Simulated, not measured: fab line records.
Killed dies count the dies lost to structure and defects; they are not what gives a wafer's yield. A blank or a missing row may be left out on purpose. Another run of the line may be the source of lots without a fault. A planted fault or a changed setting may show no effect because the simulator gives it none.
A sampling plan put to the test / flow nandHarc / one fab line, 41 faults that these records tell of, each judged on the records of the lots that it struck; 1 more is left out, because the records don't allow judging it
The plan is the line's own looks: the steps of the route at which a gauge or an inspection reads the wafer and doesn't change it. A look is open to judgement when struck wafers have a number at it and the file gives its usual mean and standard deviation on fault-free wafers. Caught: a look later than the fault's first step finds the struck wafers' mean 4 or more of those standard deviations (sigma) from the usual mean. On the tool: here the same test is run on the tool's own readings at the fault's steps. Another recipe on the struck wafers, or a record that is blank for them alone, also counts as caught.

THE FAULTS, as the simulator had put them in
1. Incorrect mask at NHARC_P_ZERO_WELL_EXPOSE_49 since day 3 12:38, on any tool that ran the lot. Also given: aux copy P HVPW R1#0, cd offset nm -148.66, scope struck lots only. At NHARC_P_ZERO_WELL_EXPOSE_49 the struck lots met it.
2. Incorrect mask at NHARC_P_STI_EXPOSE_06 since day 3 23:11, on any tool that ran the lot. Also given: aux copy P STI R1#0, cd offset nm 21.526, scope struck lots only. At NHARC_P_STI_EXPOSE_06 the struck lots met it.
3. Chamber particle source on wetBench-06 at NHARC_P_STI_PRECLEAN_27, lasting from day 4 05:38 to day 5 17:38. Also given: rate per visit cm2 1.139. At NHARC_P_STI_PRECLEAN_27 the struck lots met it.
4. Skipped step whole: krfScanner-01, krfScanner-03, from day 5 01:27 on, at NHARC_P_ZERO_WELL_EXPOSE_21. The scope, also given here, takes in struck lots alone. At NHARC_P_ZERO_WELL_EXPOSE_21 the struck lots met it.
5. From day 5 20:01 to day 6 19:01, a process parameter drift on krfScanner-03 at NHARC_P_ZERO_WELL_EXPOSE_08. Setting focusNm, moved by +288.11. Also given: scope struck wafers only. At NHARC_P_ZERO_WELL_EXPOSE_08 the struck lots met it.
6. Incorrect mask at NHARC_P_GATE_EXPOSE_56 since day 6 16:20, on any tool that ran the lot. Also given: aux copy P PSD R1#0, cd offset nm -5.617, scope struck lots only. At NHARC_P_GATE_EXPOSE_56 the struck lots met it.
7. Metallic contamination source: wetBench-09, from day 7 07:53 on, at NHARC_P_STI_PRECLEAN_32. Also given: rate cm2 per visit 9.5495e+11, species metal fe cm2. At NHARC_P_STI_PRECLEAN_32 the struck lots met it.
8. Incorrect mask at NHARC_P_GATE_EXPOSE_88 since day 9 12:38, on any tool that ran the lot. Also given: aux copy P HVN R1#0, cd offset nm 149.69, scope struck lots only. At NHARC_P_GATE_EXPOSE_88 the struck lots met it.
9. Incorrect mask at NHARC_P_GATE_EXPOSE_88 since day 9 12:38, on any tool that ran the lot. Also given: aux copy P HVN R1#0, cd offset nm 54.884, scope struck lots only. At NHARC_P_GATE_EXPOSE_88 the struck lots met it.
10. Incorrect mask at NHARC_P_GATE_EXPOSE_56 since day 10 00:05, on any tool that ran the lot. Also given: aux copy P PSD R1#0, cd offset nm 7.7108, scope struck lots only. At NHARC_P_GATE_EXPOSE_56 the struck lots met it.
11. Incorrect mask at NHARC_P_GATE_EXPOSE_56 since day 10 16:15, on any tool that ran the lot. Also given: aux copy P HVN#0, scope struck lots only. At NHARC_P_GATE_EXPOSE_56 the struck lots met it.
12. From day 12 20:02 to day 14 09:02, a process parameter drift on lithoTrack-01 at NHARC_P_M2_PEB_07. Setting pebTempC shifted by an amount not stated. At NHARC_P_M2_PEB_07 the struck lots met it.
13. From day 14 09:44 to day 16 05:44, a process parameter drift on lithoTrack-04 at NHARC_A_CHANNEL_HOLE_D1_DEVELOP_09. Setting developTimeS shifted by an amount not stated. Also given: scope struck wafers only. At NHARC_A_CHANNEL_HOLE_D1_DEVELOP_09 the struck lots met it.
14. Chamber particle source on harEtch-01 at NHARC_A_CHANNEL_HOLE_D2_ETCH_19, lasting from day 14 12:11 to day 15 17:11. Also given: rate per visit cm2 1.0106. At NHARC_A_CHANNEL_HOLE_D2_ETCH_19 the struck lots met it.
15. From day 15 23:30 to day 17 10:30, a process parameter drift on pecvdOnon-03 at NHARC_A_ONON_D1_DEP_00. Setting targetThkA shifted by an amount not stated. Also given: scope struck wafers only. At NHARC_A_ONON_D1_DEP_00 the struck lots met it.
16. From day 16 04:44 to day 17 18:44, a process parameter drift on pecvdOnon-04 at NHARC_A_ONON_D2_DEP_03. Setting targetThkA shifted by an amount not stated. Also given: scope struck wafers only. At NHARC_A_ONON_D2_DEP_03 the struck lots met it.
17. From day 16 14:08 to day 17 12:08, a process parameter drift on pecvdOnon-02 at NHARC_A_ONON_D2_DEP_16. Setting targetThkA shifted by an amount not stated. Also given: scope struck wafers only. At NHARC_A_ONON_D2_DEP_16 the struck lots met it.
18. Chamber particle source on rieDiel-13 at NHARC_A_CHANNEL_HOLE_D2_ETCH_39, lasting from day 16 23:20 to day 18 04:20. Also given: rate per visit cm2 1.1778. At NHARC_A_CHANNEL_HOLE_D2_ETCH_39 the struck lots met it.
19. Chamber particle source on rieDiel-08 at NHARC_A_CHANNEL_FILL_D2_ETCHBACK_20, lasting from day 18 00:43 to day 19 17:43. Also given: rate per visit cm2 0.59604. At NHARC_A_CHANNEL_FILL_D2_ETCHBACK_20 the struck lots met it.
20. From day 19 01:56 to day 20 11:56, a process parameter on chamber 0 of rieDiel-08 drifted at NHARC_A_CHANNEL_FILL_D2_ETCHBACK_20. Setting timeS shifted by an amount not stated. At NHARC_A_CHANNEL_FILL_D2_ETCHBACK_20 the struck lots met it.
21. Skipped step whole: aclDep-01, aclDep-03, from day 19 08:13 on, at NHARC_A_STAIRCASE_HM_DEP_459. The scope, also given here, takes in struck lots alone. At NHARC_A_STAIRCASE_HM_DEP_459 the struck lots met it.
22. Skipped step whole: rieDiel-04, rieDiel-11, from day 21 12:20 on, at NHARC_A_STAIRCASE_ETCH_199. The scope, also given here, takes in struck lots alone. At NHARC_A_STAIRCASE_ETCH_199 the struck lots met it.
23. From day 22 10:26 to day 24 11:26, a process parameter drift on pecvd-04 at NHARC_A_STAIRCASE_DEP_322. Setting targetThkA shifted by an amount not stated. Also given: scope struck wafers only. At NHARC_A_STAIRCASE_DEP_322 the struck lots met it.
24. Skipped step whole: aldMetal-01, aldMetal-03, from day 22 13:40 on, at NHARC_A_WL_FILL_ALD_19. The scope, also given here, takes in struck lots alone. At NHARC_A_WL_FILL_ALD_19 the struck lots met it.
25. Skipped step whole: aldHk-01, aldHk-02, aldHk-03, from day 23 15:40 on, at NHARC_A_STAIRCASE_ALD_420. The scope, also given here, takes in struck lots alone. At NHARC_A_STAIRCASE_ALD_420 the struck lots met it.
26. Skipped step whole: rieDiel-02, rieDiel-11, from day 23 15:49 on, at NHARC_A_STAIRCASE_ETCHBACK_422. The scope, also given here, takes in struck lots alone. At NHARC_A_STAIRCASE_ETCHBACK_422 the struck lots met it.
27. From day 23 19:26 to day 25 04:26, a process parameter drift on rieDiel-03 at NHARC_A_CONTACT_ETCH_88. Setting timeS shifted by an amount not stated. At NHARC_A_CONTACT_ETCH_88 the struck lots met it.
28. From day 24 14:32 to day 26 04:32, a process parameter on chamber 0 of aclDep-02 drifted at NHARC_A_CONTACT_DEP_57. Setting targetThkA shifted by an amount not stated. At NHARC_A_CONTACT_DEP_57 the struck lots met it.
29. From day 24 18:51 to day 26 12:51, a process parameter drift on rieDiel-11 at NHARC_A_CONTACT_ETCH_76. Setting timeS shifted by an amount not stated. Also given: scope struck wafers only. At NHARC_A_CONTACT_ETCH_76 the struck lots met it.
30. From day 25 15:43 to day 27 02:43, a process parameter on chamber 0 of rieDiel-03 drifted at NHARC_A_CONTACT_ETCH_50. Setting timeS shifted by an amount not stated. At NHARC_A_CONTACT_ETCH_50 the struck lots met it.
31. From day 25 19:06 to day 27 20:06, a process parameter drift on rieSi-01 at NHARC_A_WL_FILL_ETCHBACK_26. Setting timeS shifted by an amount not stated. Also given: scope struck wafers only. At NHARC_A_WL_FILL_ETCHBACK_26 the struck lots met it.
32. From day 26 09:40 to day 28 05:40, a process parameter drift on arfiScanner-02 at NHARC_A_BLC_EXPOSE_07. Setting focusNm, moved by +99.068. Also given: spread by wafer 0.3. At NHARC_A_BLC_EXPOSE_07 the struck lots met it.
33. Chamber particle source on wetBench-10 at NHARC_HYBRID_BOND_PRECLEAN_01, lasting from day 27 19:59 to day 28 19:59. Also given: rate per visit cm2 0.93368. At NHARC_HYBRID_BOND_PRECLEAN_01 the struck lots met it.
34. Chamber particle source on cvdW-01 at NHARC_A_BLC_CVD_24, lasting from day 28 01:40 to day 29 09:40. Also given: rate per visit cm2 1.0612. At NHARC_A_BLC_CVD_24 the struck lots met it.
35. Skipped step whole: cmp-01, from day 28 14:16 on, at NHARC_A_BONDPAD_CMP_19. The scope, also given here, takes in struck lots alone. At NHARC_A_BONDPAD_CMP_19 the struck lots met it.
36. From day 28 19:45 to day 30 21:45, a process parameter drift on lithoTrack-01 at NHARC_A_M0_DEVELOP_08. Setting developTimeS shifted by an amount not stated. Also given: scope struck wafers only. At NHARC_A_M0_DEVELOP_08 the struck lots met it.
37. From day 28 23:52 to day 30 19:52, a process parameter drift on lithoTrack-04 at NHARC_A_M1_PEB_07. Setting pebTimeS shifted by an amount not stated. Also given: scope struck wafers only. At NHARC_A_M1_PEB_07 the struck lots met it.
38. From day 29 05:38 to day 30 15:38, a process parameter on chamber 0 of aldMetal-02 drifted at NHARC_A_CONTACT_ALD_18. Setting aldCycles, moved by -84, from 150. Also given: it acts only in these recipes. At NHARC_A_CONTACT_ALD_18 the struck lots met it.
39. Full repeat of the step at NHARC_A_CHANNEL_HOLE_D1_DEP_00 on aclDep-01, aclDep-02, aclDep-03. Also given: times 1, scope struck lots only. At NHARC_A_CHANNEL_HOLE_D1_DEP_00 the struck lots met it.
40. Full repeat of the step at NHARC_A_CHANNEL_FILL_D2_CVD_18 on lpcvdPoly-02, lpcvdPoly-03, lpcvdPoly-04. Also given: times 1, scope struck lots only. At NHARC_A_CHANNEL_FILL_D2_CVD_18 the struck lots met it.
41. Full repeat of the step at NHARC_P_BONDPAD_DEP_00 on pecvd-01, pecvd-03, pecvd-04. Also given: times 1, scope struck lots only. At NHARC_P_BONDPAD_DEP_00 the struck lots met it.

WHAT THE PLAN SAW
fault=1; on the tool itself=under 2 sigma; first look that catches it=NHARC_P_ZERO_WELL_CD_MEAS_52; reading, sigma=cdNm -99 or beyond; median hours from its first step to that look=0.2; hours from the fault's start to the first struck lot there=5; judged looks passed uncaught=0
fault=2; on the tool itself=no reading that can be judged; first look that catches it=NHARC_P_STI_CD_MEAS_09; reading, sigma=cdNm +13; median hours from its first step to that look=0.2; hours from the fault's start to the first struck lot there=4; judged looks passed uncaught=0
fault=3; on the tool itself=no reading that can be judged; first look that catches it=NHARC_P_STI_INSPECT_11; reading, sigma=rawDefectCount +99 or beyond; median hours from its first step to that look=15.2; hours from the fault's start to the first struck lot there=26; judged looks passed uncaught=0
fault=4; on the tool itself=no reading that can be judged; first look that catches it=NHARC_P_ZERO_WELL_INSPECT_43; reading, sigma=rawDefectCount +99 or beyond; median hours from its first step to that look=5.4; hours from the fault's start to the first struck lot there=11; judged looks passed uncaught=0
fault=5; on the tool itself=under 2 sigma; first look that catches it=NHARC_P_ZERO_WELL_CD_MEAS_11; reading, sigma=cdNm +5.5; median hours from its first step to that look=0.1; hours from the fault's start to the first struck lot there=5; judged looks passed uncaught=0
fault=6; on the tool itself=no reading that can be judged; first look that catches it=not the one look that can be judged after it; reading, sigma=strongest: cdNm at NHARC_P_GATE_CD_MEAS_59, -3.3; median hours from its first step to that look=-; hours from the fault's start to the first struck lot there=-; judged looks passed uncaught=1
fault=7; on the tool itself=no reading that can be judged; first look that catches it=NHARC_END_WLT_00; reading, sigma=VT_DECK2_MIDDLE_INNER +10; median hours from its first step to that look=523.3; hours from the fault's start to the first struck lot there=517; judged looks passed uncaught=0
fault=8; on the tool itself=no reading that can be judged; first look that catches it=NHARC_P_GATE_CD_MEAS_91; reading, sigma=cdNm +99 or beyond; median hours from its first step to that look=0.2; hours from the fault's start to the first struck lot there=8; judged looks passed uncaught=0
fault=9; on the tool itself=no reading that can be judged; first look that catches it=NHARC_P_GATE_CD_MEAS_91; reading, sigma=cdNm +37; median hours from its first step to that look=0.2; hours from the fault's start to the first struck lot there=8; judged looks passed uncaught=0
fault=10; on the tool itself=under 2 sigma; first look that catches it=NHARC_P_GATE_CD_MEAS_59; reading, sigma=cdNm +5.5; median hours from its first step to that look=0.2; hours from the fault's start to the first struck lot there=5; judged looks passed uncaught=0
fault=11; on the tool itself=no reading that can be judged; first look that catches it=NHARC_END_SORT_01; reading, sigma=killedAtPeriphery +99 or beyond; median hours from its first step to that look=446.0; hours from the fault's start to the first struck lot there=450; judged looks passed uncaught=0
fault=12; on the tool itself=only faintly: plateTempC -3.8 sigma; first look that catches it=not the one look that can be judged after it; reading, sigma=strongest: cdNm at NHARC_P_M2_CD_MEAS_09, -3.3; median hours from its first step to that look=-; hours from the fault's start to the first struck lot there=-; judged looks passed uncaught=1
fault=13; on the tool itself=under 2 sigma; first look that catches it=NHARC_A_CHANNEL_HOLE_D1_CD_MEAS_10; reading, sigma=cdNm +4.1; median hours from its first step to that look=0.6; hours from the fault's start to the first struck lot there=18; judged looks passed uncaught=0
fault=14; on the tool itself=under 2 sigma; first look that catches it=NHARC_A_CHANNEL_HOLE_D2_INSPECT_40; reading, sigma=rawDefectCount +8.3; median hours from its first step to that look=5.7; hours from the fault's start to the first struck lot there=16; judged looks passed uncaught=0
fault=15; on the tool itself=no reading that can be judged; first look that catches it=not the one look that can be judged after it; reading, sigma=strongest: thkNm at NHARC_A_ONON_D1_THK_MEAS_02, +3.9; median hours from its first step to that look=-; hours from the fault's start to the first struck lot there=-; judged looks passed uncaught=1
fault=16; on the tool itself=no reading that can be judged; first look that catches it=NHARC_A_ONON_D2_THK_MEAS_05; reading, sigma=thkNm +5.6; median hours from its first step to that look=0.4; hours from the fault's start to the first struck lot there=8; judged looks passed uncaught=0
fault=17; on the tool itself=no reading that can be judged; first look that catches it=NHARC_A_ONON_D2_THK_MEAS_18; reading, sigma=thkNm -15; median hours from its first step to that look=0.4; hours from the fault's start to the first struck lot there=9; judged looks passed uncaught=0
fault=18; on the tool itself=under 2 sigma; first look that catches it=NHARC_A_CHANNEL_HOLE_D2_INSPECT_40; reading, sigma=rawDefectCount +10; median hours from its first step to that look=9.5; hours from the fault's start to the first struck lot there=21; judged looks passed uncaught=0
fault=19; on the tool itself=under 2 sigma; first look that catches it=NHARC_END_SORT_01; reading, sigma=killedAtArray +4.9; median hours from its first step to that look=240.6; hours from the fault's start to the first struck lot there=264; judged looks passed uncaught=2
fault=20; on the tool itself=runLengthS -14 sigma; first look that catches it=NHARC_END_SORT_01; reading, sigma=killedAtArray +37; median hours from its first step to that look=233.2; hours from the fault's start to the first struck lot there=238; judged looks passed uncaught=0
fault=21; on the tool itself=the tool's record is blank for the struck wafers; first look that catches it=NHARC_END_SORT_01; reading, sigma=killedAtArray +38; median hours from its first step to that look=193.3; hours from the fault's start to the first struck lot there=191; judged looks passed uncaught=0
fault=22; on the tool itself=the tool's record is blank for the struck wafers; first look that catches it=NHARC_END_SORT_01; reading, sigma=killedAtArray +38; median hours from its first step to that look=196.8; hours from the fault's start to the first struck lot there=206; judged looks passed uncaught=0
fault=23; on the tool itself=under 2 sigma; first look that catches it=NHARC_END_SORT_01; reading, sigma=killedAtArray +6.2; median hours from its first step to that look=147.9; hours from the fault's start to the first struck lot there=158; judged looks passed uncaught=1
fault=24; on the tool itself=the tool's record is blank for the struck wafers; first look that catches it=NHARC_END_SORT_01; reading, sigma=killedAtArray +38; median hours from its first step to that look=81.9; hours from the fault's start to the first struck lot there=76; judged looks passed uncaught=0
fault=25; on the tool itself=the tool's record is blank for the struck wafers; first look that catches it=NHARC_END_SORT_01; reading, sigma=killedAtArray +38; median hours from its first step to that look=178.5; hours from the fault's start to the first struck lot there=174; judged looks passed uncaught=0
fault=26; on the tool itself=the tool's record is blank for the struck wafers; first look that catches it=NHARC_END_SORT_01; reading, sigma=killedDies +38; median hours from its first step to that look=129.7; hours from the fault's start to the first struck lot there=128; judged looks passed uncaught=0
fault=27; on the tool itself=runLengthS -36 sigma; first look that catches it=NHARC_END_SORT_01; reading, sigma=killedDies +7.6; median hours from its first step to that look=56.8; hours from the fault's start to the first struck lot there=54; judged looks passed uncaught=0
fault=28; on the tool itself=under 2 sigma; first look that catches it=NHARC_END_SORT_01; reading, sigma=killedDies +7.7; median hours from its first step to that look=61.7; hours from the fault's start to the first struck lot there=65; judged looks passed uncaught=0
fault=29; on the tool itself=runLengthS -99 or beyond sigma; first look that catches it=NHARC_END_SORT_01; reading, sigma=killedDies +37; median hours from its first step to that look=77.6; hours from the fault's start to the first struck lot there=101; judged looks passed uncaught=0
fault=30; on the tool itself=runLengthS -28 sigma; first look that catches it=NHARC_END_SORT_01; reading, sigma=killedDies +27; median hours from its first step to that look=77.7; hours from the fault's start to the first struck lot there=94; judged looks passed uncaught=0
fault=31; on the tool itself=runLengthS -15 sigma; first look that catches it=not the one look that can be judged after it; reading, sigma=strongest: killedAtArray at NHARC_END_SORT_01, +3.1; median hours from its first step to that look=-; hours from the fault's start to the first struck lot there=-; judged looks passed uncaught=1
fault=32; on the tool itself=exposureDoseMJCm2 +10 sigma; first look that catches it=NHARC_A_BLC_CD_MEAS_10; reading, sigma=cdNm -5.0; median hours from its first step to that look=0.1; hours from the fault's start to the first struck lot there=29; judged looks passed uncaught=0
fault=33; on the tool itself=no reading that can be judged; first look that catches it=NHARC_END_SORT_01; reading, sigma=killedAtOther +67; median hours from its first step to that look=28.6; hours from the fault's start to the first struck lot there=28; judged looks passed uncaught=0
fault=34; on the tool itself=under 2 sigma; first look that catches it=NHARC_END_SORT_01; reading, sigma=killedAtArray +5.7; median hours from its first step to that look=43.9; hours from the fault's start to the first struck lot there=49; judged looks passed uncaught=1
fault=35; on the tool itself=the tool's record is blank for the struck wafers; first look that catches it=NHARC_A_BONDPAD_THK_MEAS_20; reading, sigma=thkNm +99 or beyond; median hours from its first step to that look=0.3; hours from the fault's start to the first struck lot there=8; judged looks passed uncaught=0
fault=36; on the tool itself=no reading that can be judged; first look that catches it=NHARC_A_M0_CD_MEAS_09; reading, sigma=cdNm -13; median hours from its first step to that look=0.1; hours from the fault's start to the first struck lot there=7; judged looks passed uncaught=0
fault=37; on the tool itself=no reading that can be judged; first look that catches it=NHARC_A_M1_CD_MEAS_09; reading, sigma=cdNm +8.2; median hours from its first step to that look=0.1; hours from the fault's start to the first struck lot there=24; judged looks passed uncaught=0
fault=38; on the tool itself=under 2 sigma; first look that catches it=NHARC_END_SORT_01; reading, sigma=killedAtArray +38; median hours from its first step to that look=44.6; hours from the fault's start to the first struck lot there=55; judged looks passed uncaught=0
fault=39; on the tool itself=under 2 sigma; first look that catches it=NHARC_END_SORT_01; reading, sigma=killedAtArray +38; median hours from its first step to that look=377.1; hours from the fault's start to the first struck lot there=-; judged looks passed uncaught=1
fault=40; on the tool itself=under 2 sigma; first look that catches it=NHARC_END_SORT_01; reading, sigma=killedDies +38; median hours from its first step to that look=245.1; hours from the fault's start to the first struck lot there=-; judged looks passed uncaught=0
fault=41; on the tool itself=under 2 sigma; first look that catches it=NHARC_P_BONDPAD_THK_MEAS_33; reading, sigma=thkNm -4.0; median hours from its first step to that look=1.4; hours from the fault's start to the first struck lot there=-; judged looks passed uncaught=0
A dash: the fault is not caught, or the number is missing from these records.

Caught at a look: 37 of 41. Caught on the tool: 12 of 41. By one or the other: 38 of 41.
Caught on the tool alone: fault 31.
Caught at a look alone: faults 1, 2, 3, 4, 5, 7, 8, 9, 10, 11, 13, 14, 16, 17, 18, 19, 23, 28, 33, 34, 36, 37, 38, 39, 40, 41.
Caught by neither: faults 6, 12, 15.

THINNER SAMPLING
If the look that catches a fault measured only every second or every third lot, by lot number, the first struck lot would be measured this late in the worst case:
fault=1; struck lots at that look, in order of time=L141; every lot=5 h; every second lot=may miss it; every third lot=may miss it
fault=2; struck lots at that look, in order of time=L971; every lot=4 h; every second lot=may miss it; every third lot=may miss it
fault=3; struck lots at that look, in order of time=L254, L256; every lot=26 h; every second lot=may miss all 2; every third lot=may miss all 2
fault=4; struck lots at that look, in order of time=L966, L967, L968; every lot=11 h; every second lot=21 h; every third lot=30 h
fault=5; struck lots at that look, in order of time=L111, L112; every lot=5 h; every second lot=15 h; every third lot=may miss all 2
fault=7; struck lots at that look, in order of time=L633, L632, L637, L639; every lot=517 h; every second lot=526 h; every third lot=577 h
fault=8; struck lots at that look, in order of time=L649; every lot=8 h; every second lot=may miss it; every third lot=may miss it
fault=9; struck lots at that look, in order of time=L446; every lot=8 h; every second lot=may miss it; every third lot=may miss it
fault=10; struck lots at that look, in order of time=L874; every lot=5 h; every second lot=may miss it; every third lot=may miss it
fault=11; struck lots at that look, in order of time=L786; every lot=450 h; every second lot=may miss it; every third lot=may miss it
fault=13; struck lots at that look, in order of time=L203, L205; every lot=18 h; every second lot=may miss all 2; every third lot=may miss all 2
fault=14; struck lots at that look, in order of time=L541, L542; every lot=16 h; every second lot=20 h; every third lot=may miss all 2
fault=16; struck lots at that look, in order of time=L900, L901; every lot=8 h; every second lot=22 h; every third lot=may miss all 2
fault=17; struck lots at that look, in order of time=L474, L475; every lot=9 h; every second lot=22 h; every third lot=may miss all 2
fault=18; struck lots at that look, in order of time=L990, L993; every lot=21 h; every second lot=30 h; every third lot=may miss all 2
fault=19; struck lots at that look, in order of time=L192, L189; every lot=264 h; every second lot=265 h; every third lot=may miss all 2
fault=20; struck lots at that look, in order of time=L693, L696; every lot=238 h; every second lot=266 h; every third lot=may miss all 2
fault=21; struck lots at that look, in order of time=L579, L580, L582; every lot=191 h; every second lot=209 h; every third lot=may miss all 3
fault=22; struck lots at that look, in order of time=L180, L179; every lot=206 h; every second lot=207 h; every third lot=may miss all 2
fault=23; struck lots at that look, in order of time=L460, L463; every lot=158 h; every second lot=184 h; every third lot=may miss all 2
fault=24; struck lots at that look, in order of time=L959, L960; every lot=76 h; every second lot=84 h; every third lot=may miss all 2
fault=25; struck lots at that look, in order of time=L967, L966, L968; every lot=174 h; every second lot=189 h; every third lot=214 h
fault=26; struck lots at that look, in order of time=L895, L896; every lot=128 h; every second lot=139 h; every third lot=may miss all 2
fault=27; struck lots at that look, in order of time=L879, L880; every lot=54 h; every second lot=85 h; every third lot=may miss all 2
fault=28; struck lots at that look, in order of time=L809, L810, L812; every lot=65 h; every second lot=83 h; every third lot=may miss all 3
fault=29; struck lots at that look, in order of time=L266; every lot=101 h; every second lot=may miss it; every third lot=may miss it
fault=30; struck lots at that look, in order of time=L426; every lot=94 h; every second lot=may miss it; every third lot=may miss it
fault=32; struck lots at that look, in order of time=L649; every lot=29 h; every second lot=may miss it; every third lot=may miss it
fault=33; struck lots at that look, in order of time=L296, L297; every lot=28 h; every second lot=38 h; every third lot=may miss all 2
fault=34; struck lots at that look, in order of time=L223, L226; every lot=49 h; every second lot=68 h; every third lot=may miss all 2
fault=35; struck lots at that look, in order of time=L426, L425; every lot=8 h; every second lot=10 h; every third lot=may miss all 2
fault=36; struck lots at that look, in order of time=L745; every lot=7 h; every second lot=may miss it; every third lot=may miss it
fault=37; struck lots at that look, in order of time=L220, L222; every lot=24 h; every second lot=may miss all 2; every third lot=may miss all 2
fault=38; struck lots at that look, in order of time=L138, L141; every lot=55 h; every second lot=72 h; every third lot=may miss all 2
Hours are from the fault's start to the first struck lot that is measured. The test against the limit of 4 sigma pooled every struck wafer, which means one lot taken alone may stay below that limit. Other struck lots may not be in these records.

THE LONGEST TIMED WAY FROM STEP TO LOOK
Fault 7: the median time between NHARC_P_STI_PRECLEAN_32 and NHARC_END_WLT_00 is 523.3 hours. No look between them can be judged.
